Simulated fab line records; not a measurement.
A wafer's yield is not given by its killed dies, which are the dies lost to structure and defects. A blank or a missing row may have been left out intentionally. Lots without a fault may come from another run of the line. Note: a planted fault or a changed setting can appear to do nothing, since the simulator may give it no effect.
Matching of chambers	flow nand-harc	pecvd-04 running NHARC_P_M0_DEP_32: 3 sister chambers
The step deposits SiCN, target thk 30 nm. 6 wafers are shown with their chamber, then 10 later ones without.

WAFERS, EACH WITH ITS CHAMBER
wafer	chamber	showerhead-vpp-V (V)	heater-power-w (W)
L090.3	2	1292	492
L091.2	1	1330	641
L091.5	1	1323	660
L091.6	0	1440	649
L092.1	2	1275	514
L092.5	0	1451	642

WAFERS WITHOUT THEIR CHAMBER
wafer	showerhead-vpp-V (V)	heater-power-w (W)
L092.6	1330	609
L093.2	1300	675
L093.3	1275	534
L093.6	1273	538
L095.3	1279	551
L095.5	1324	649
L095.6	1292	549
L097.2	1447	575
L097.3	1276	545
L097.4	1289	545

WHICH CHAMBER EACH WENT THROUGH
wafer	from the rows above	in truth
L092.6	1	1
L093.2	1	1
L093.3	2	2
L093.6	2	2
L095.3	2	2
L095.5	1	1
L095.6	2	2
L097.2	0	0
L097.3	2	2
L097.4	2	2
Placed correctly: 10 of 10. Left unplaced by these rows: 0. Placed wrongly: 0.
How it was worked out, from the rows above alone: a wafer's distance from a chamber is the root of the sum, over the readings, of the square of ((its reading less the chamber's mean) divided by the reading's scatter). If the next closest chamber is less than 2 further off than the closest, the wafer can't be placed; otherwise it belongs to the closest. The mean given for a chamber averages the wafers shown for that chamber. The scatter: the root of (the sum of the squares of (reading less its chamber's mean) over the shown wafers, divided by (wafers less chambers)).
